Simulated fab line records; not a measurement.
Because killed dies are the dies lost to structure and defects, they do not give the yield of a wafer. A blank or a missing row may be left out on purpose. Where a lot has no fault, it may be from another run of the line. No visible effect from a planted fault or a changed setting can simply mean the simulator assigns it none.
Which tool was responsible?    flow nand_harc    10 lots with 30 wafers sampled at 6 steps, on a route of 1159 steps

## WHAT EACH GAUGE READ, for each wafer
NHARC_A_CHANNEL_HOLE_D1_INSPECT_40.
lot   measured      on                 raw_defect_count
L350  day 8 19:19   defect_inspect-02  75 50 46
L352  day 9 04:14   defect_inspect-02  54 48 43
L353  day 9 07:29   defect_inspect-01  66 83 74
L357  day 10 10:58  defect_inspect-01  35 44 48
L360  day 11 03:47  defect_inspect-01  89 51 61
L359  day 11 04:33  defect_inspect-02  55 69 69
L361  day 11 19:31  defect_inspect-01  43 49 58
L364  day 12 15:14  defect_inspect-01  46 66 45
L370  day 13 14:08  defect_inspect-01  86 83 92
L372  day 14 11:46  defect_inspect-01  44 56 48

NHARC_A_CHANNEL_FILL_D1_THK_MEAS_06: measures by ellipsometry.
lot   measured      on             thk_nm (nm)
L350  day 10 12:53  film_metro-01  4.5 4.6 5.1
L352  day 10 17:06  film_metro-01  4.6 5.1 6.0
L353  day 10 23:05  film_metro-02  4.6 5.6 6.2
L357  day 12 04:53  film_metro-02  4.7 3.0 6.0
L360  day 12 17:12  film_metro-01  4.6 3.2 6.0
L359  day 12 17:11  film_metro-02  4.9 6.1 5.6
L361  day 13 05:55  film_metro-01  6.9 8.6 7.0
L364  day 14 03:56  film_metro-02  4.0 4.3 7.2
L370  day 15 02:04  film_metro-02  3.8 4.7 5.5
L372  day 16 02:28  film_metro-02  6.2 5.2 5.2

NHARC_END_WLT_00.
lot   measured      on         VT_DECK1_BOTTOM    VT_DECK1_BOTTOM_INNER  VT_DECK1_MEDIAN_NEAR_BOTTOM  VT_DECK1_MEDIAN_NEAR_BOTTOM_INNER  VT_DECK1_MIDDLE    VT_DECK1_MIDDLE_INNER  VT_DECK1_TOP       VT_DECK1_TOP_INNER
L350  day 20 14:02  prober-01  0.885 0.876 0.861  0.875 0.876 0.858      0.877 0.876 0.864            0.869 0.874 0.857                  0.883 0.883 0.880  0.883 0.877 0.888      0.901 0.889 0.897  0.895 0.900 0.890
L352  day 19 16:05  prober-01  0.866 0.856 0.861  0.859 0.859 0.859      0.854 0.852 0.865            0.864 0.855 0.864                  0.876 0.868 0.872  0.879 0.871 0.874      0.892 0.885 0.893  0.892 0.884 0.879
L353  day 20 14:26  prober-02  0.868 0.869 0.868  0.867 0.876 0.869      0.874 0.867 0.870            0.871 0.871 0.884                  0.881 0.881 0.882  0.889 0.880 0.885      0.892 0.905 0.888  0.891 0.897 0.901
L357  day 21 03:38  prober-02  0.878 0.884 0.881  0.885 0.895 0.881      0.888 0.884 0.889            0.889 0.883 0.886                  0.901 0.892 0.898  0.896 0.896 0.894      0.908 0.913 0.912  0.908 0.909 0.905
L360  day 21 12:04  prober-02  0.893 0.871 0.889  0.886 0.876 0.884      0.896 0.878 0.876            0.883 0.883 0.880                  0.899 0.894 0.897  0.887 0.892 0.893      0.907 0.908 0.901  0.911 0.910 0.902
L359  day 21 19:23  prober-02  0.874 0.883 0.886  0.875 0.878 0.883      0.880 0.882 0.881            0.869 0.883 0.881                  0.891 0.900 0.893  0.891 0.894 0.902      0.907 0.906 0.908  0.909 0.907 0.913
L361  day 22 04:16  prober-02  0.940 0.955 0.941  0.949 0.954 0.947      0.957 0.962 0.943            0.951 0.956 0.955                  0.970 0.966 0.971  0.958 0.972 0.970      0.984 0.972 0.982  0.985 0.987 0.979
L364  day 22 20:26  prober-01  0.874 0.864 0.857  0.869 0.870 0.863      0.870 0.871 0.869            0.868 0.870 0.871                  0.877 0.890 0.886  0.890 0.884 0.885      0.901 0.891 0.890  0.901 0.903 0.899
L370  day 24 15:36  prober-01  0.869 0.876 0.868  0.871 0.869 0.875      0.874 0.871 0.866            0.877 0.874 0.869                  0.886 0.889 0.876  0.877 0.874 0.883      0.902 0.891 0.894  0.898 0.895 0.898
L372  day 24 15:38  prober-02  0.856 0.859 0.872  0.869 0.860 0.861      0.870 0.859 0.858            0.862 0.864 0.866                  0.873 0.881 0.871  0.875 0.878 0.879      0.889 0.892 0.887  0.882 0.886 0.889

## WHICH TOOL RAN EACH LOT (tool, then ch and the chambers of the sampled wafers, then the start)
lot   NHARC_A_CHANNEL_HOLE_D1_ETCH_44     NHARC_A_CHANNEL_FILL_D1_STRIP_28    NHARC_A_CHANNEL_FILL_D1_CVD_05
L350  rie_diel-10 ch 0,1,2, day 8 18:20   rie_diel-04 ch 0,1,2, day 10 01:20  lpcvd_poly-04 ch 0, day 10 03:43
L352  rie_diel-08 ch 2,3, day 9 03:16     rie_diel-13 ch 0,1,2, day 10 05:12  lpcvd_poly-02 ch 0, day 10 07:45
L353  rie_diel-10 ch 2,3, day 9 06:29     rie_diel-13 ch 0,2, day 10 11:37    lpcvd_poly-04 ch 0, day 10 13:59
L357  rie_diel-10 ch 2,3, day 10 09:58    rie_diel-13 ch 0,1,3, day 11 16:12  lpcvd_poly-02 ch 0, day 11 18:46
L360  rie_diel-10 ch 2,3, day 11 02:47    rie_diel-13 ch 1,3, day 12 05:47    lpcvd_poly-04 ch 0, day 12 08:09
L359  rie_diel-01 ch 2,3, day 11 03:35    rie_diel-04 ch 0,2, day 12 05:47    lpcvd_poly-04 ch 0, day 12 08:09
L361  rie_diel-01 ch 0,1, day 11 18:32    rie_diel-04 ch 0,1,3, day 12 18:26  lpcvd_poly-04 ch 0, day 12 20:49
L364  rie_diel-08 ch 1,2,3, day 12 14:14  rie_diel-13 ch 1,3, day 13 16:20    lpcvd_poly-02 ch 0, day 13 18:52
L370  rie_diel-08 ch 1,2,3, day 13 13:10  rie_diel-13 ch 0,1, day 14 14:07    lpcvd_poly-01 ch 0, day 14 16:40
L372  rie_diel-10 ch 0,2,3, day 14 10:40  rie_diel-04 ch 1,2, day 15 14:47    lpcvd_poly-01 ch 0, day 15 17:20
- NHARC_A_CHANNEL_HOLE_D1_ETCH_44: etches the open film in CF4/O2, target depth 140 nm, overetch 14 nm, time 77 s.
- NHARC_A_CHANNEL_FILL_D1_STRIP_28: strips in O2, time 20 s.
- NHARC_A_CHANNEL_FILL_D1_CVD_05: deposits poly-Si, target thk 5 nm.

## AS READ BY THE TOOLS THEMSELVES (means over the sampled wafers that have a number; for cases with no such wafer, the mark the record gives instead)
NHARC_A_CHANNEL_HOLE_D1_ETCH_44.
lot   tool         drypump_motor_current_A (A)  o2_flow_sccm (sccm)  oes_product_au (a.u.)  rf_vpp_V (V)  showerhead_plenum_p_Torr (Torr)  throttle_valve_pct (%)
L350  rie_diel-10  5.4                          19.99                1.011                  199.4         1.36                             13.395
L352  rie_diel-08  6.3                          20.01                1.000                  196.9         1.28                             13.389
L353  rie_diel-10  6.2                          20.06                0.998                  198.4         1.34                             13.395
L357  rie_diel-10  6.0                          20.03                0.999                  198.6         1.34                             13.397
L360  rie_diel-10  6.0                          20.04                0.998                  197.4         1.34                             13.400
L359  rie_diel-01  5.9                          20.03                1.004                  196.5         1.31                             13.398
L361  rie_diel-01  5.4                          20.01                1.008                  196.8         1.31                             13.388
L364  rie_diel-08  6.0                          20.00                1.004                  197.2         1.29                             13.398
L370  rie_diel-08  6.0                          19.95                1.015                  197.0         1.29                             13.388
L372  rie_diel-10  5.9                          20.04                1.001                  197.6         1.33                             13.400

NHARC_A_CHANNEL_FILL_D1_STRIP_28.
lot   tool         drypump_motor_current_A (A)  o2_flow_sccm (sccm)  oes_product_au (a.u.)  rf_vpp_V (V)  showerhead_plenum_p_Torr (Torr)  throttle_valve_pct (%)
L350  rie_diel-04  5.8                          499.9                0.995                  57.6          3.40                             17.039
L352  rie_diel-13  5.5                          501.2                0.982                  56.9          3.61                             17.034
L353  rie_diel-13  5.7                          500.9                0.992                  58.0          3.68                             17.035
L357  rie_diel-13  5.4                          499.4                0.985                  58.1          3.54                             17.035
L360  rie_diel-13  5.2                          501.2                0.985                  56.5          3.48                             17.029
L359  rie_diel-04  5.7                          500.8                1.000                  57.4          3.33                             17.045
L361  rie_diel-04  6.0                          500.9                0.997                  58.4          3.45                             17.042
L364  rie_diel-13  5.2                          498.5                0.995                  58.6          3.48                             17.045
L370  rie_diel-13  5.6                          500.7                0.994                  58.3          3.57                             17.028
L372  rie_diel-04  5.6                          499.6                0.994                  58.2          3.44                             17.035

NHARC_A_CHANNEL_FILL_D1_CVD_05.
lot   tool           spike_tc_upper_C (C)  tube_center_temp_C (C)
L350  lpcvd_poly-04  547.4                 549.96
L352  lpcvd_poly-02  547.3                 549.98
L353  lpcvd_poly-04  546.9                 549.97
L357  lpcvd_poly-02  548.2                 549.96
L360  lpcvd_poly-04  547.4                 549.95
L359  lpcvd_poly-04  547.4                 549.99
L361  lpcvd_poly-04  546.6                 550.00
L364  lpcvd_poly-02  548.3                 549.98
L370  lpcvd_poly-01  549.9                 549.98
L372  lpcvd_poly-01  550.4                 549.97

## THE ANSWER, worked out from the rows above alone
Rule: usual is defined by the lots themselves. Put in order of their means at a reading, lots are off if they are a third of the lots or fewer, leave a main group of 4 or more, and stand apart from it by a gap of 3 or more times the standard deviation of the main group's means; of several such gaps the widest counts. A main group whose means are all the same, to the digits that the tables above print for the reading, isn't used. Also off: a lot with no number at a reading for which 4 or more lots have one. All remaining lots with rows at the step are treated as sound. After the gauges, taken in route order, come the tools' own readings; for these a lot's mean is taken, as printed above. At the first step where some lot is off, the reading lying furthest off is the one used; lots without a number count as furthest.
Off: L361, at NHARC_A_CHANNEL_FILL_D1_THK_MEAS_06 (thk_nm). Main group: mean 5.1 nm, sd 0.39.
A tool fits if, at a process step before that reading, it ran every lot that is off, and no sound lot after the first of them. The gauges at NHARC_A_CHANNEL_FILL_D1_THK_MEAS_06 aren't tried: what is off there is off at NHARC_END_WLT_00 too, on other tools, and a gauge's error can't cause that. This does not decide it: 2 tools fit, namely rie_diel-01 at NHARC_A_CHANNEL_HOLE_D1_ETCH_44 and lpcvd_poly-04 at NHARC_A_CHANNEL_FILL_D1_CVD_05.

## WHAT THE SIMULATOR HAD PUT IN
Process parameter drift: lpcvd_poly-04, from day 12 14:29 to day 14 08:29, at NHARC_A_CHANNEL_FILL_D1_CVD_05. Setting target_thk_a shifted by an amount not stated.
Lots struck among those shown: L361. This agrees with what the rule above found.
